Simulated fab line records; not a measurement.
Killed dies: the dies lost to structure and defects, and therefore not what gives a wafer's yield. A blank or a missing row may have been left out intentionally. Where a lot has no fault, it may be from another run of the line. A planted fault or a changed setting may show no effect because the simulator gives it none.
Split-lot experiment    flow n5-finfet    route with 1938 steps; 7 lots, 21 wafers read

== THE SPLIT ITSELF ==
At N5_BEOL_M11_PECVD_70 (deposits SiO2 from TEOS/O2, target thk 20 nm, time 22.7 s), the setting time-s was moved away from the recipe's 22.7 s on 7 of the 21 wafers read, by -9.6% to +11.8%. This setting was run at the recipe's value on the other wafers.

== FROM THE SPLIT TO THE READING: what the file shows between them, 4 steps ==
- N5_BEOL_M11_HM_DEP_02: deposits TiN, target thk 20 nm
- N5_BEOL_M11_COAT_59: time 60 s, resist thk 100 nm
- N5_BEOL_M11_ECD_50: material Cu, target thk 318 nm
- N5_BEOL_M11_ANNEAL_51: time 90 s

== THE READING ==
barrier-field-endpoint-s, in s, at N5_BEOL_M11_CMP_52 (polishes, stops on SiCOH lowk, t overpolish 7 s, target thk 140 nm). On this fab line, fault-free wafers typically give 29.2 s with a standard deviation of 0.72 s.

wafer   tool, chamber at the split  time-s as run, s  against the recipe  barrier-field-endpoint-s, s  against lot-mates on the recipe
L074.1  pecvd-01, 2                 25.37             +11.8%              33.3                         +3.2
L074.3  pecvd-01, 1                 25.37             +11.8%              32.9                         +2.8
L074.6  pecvd-01, 2                 22.7              recipe              30.1                         -
L078.2  pecvd-04, 0                 22.7              recipe              28.2                         -
L078.1  pecvd-04, 1                 25.37             +11.8%              32.7                         +4.5
L078.5  pecvd-04, 2                 25.37             +11.8%              32.1                         +3.9
L081.1  pecvd-01, 1,0               22.7              recipe              28.6                         -
L081.2  pecvd-01, 1,0               22.7              recipe              29.0                         -
L081.5  pecvd-01, 0                 22.7              recipe              29.9                         -
L090.1  pecvd-04, 2                 22.7              recipe              29.8                         -
L090.3  pecvd-04, 1,2               22.7              recipe              30.0                         -
L090.2  pecvd-04, 1,2               22.7              recipe              28.9                         -
L088.1  pecvd-01, 2,1               22.7              recipe              29.7                         -
L088.3  pecvd-01, 2,1               22.7              recipe              29.0                         -
L088.6  pecvd-01, 2                 21.13             -6.9%               28.0                         -1.4
L097.1  pecvd-04, 2                 24.5              +7.9%               31.3                         +2.8
L097.6  pecvd-04, 0,2               22.7              recipe              29.0                         -
L097.5  pecvd-04, 0,2               22.7              recipe              28.1                         -
L096.2  pecvd-02, 2                 22.7              recipe              29.1                         -
L096.1  pecvd-02, 0                 20.53             -9.6%               27.4                         -2.0
L096.4  pecvd-02, 1                 22.7              recipe              29.6                         -
Where a row lists several chambers, the file gives one row for several wafers and doesn't say which wafer went through which chamber.

FIT RESULTS
A straight line over all 21 wafers: barrier-field-endpoint-s changes by +0.269 s for each +1% of time-s; r = +0.93; the points scatter about the line by 0.62 s.
The same after taking each lot's own level away (the mean of its wafers on the recipe; 21 wafers): +0.283 s for each +1%; r = +0.96; scatter 0.52 s.
According to that fit, moving time-s by its largest amount changes the reading by 3.3 s.
The lots' own levels span 28.20 to 30.10 s, that is 2.6 times the standard deviation above.
Consequently the slope shifts little with the lot-to-lot level, the two slopes agreeing.
Check: with one of the wafers moved furthest among these (+11.8%) left out of the fit, the line predicts +3.53 s for it against its lot-mates. It came out at +3.2 s against them.

== FURTHER SPLITS ON THESE WAFERS ==
Before the reading, these wafers also passed through other splits. Each is held against what the fit with the lots' levels taken away leaves over:
other split on the same wafers  wafers away from the commonest value  r with barrier-field-endpoint-s (lot level and that fit taken away)
N5_BEOL_M10_VIA_ETCH_34 time-s  13                                    +0.03
N5_BEOL_M10_ETCH_41 source-w    8                                     -0.14

== THE WHOLE CHAIN: every reading that the file lists as answering this split, in the file's order ==
step                  what it does                                                        reading                                                                            change (the file's fit)                r (the file's)
N5_BEOL_M11_PECVD_70  deposits SiO2 from TEOS/O2, target thk 20 nm, time 22.7 s           SiO2_of_BEOL_M11_PECVD_70.thk-nm (the simulator's own value, which no gauge read)  +0.208 nm for each +1% of the setting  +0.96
N5_BEOL_M11_CMP_52    polishes, stops on SiCOH lowk, t overpolish 7 s, target thk 140 nm  barrier-field-endpoint-s                                                           +0.281 s for each +1% of the setting   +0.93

== FILE'S OWN FIT ==
barrier-field-endpoint-s changes by +0.281 s for each +1% of time-s, r = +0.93.
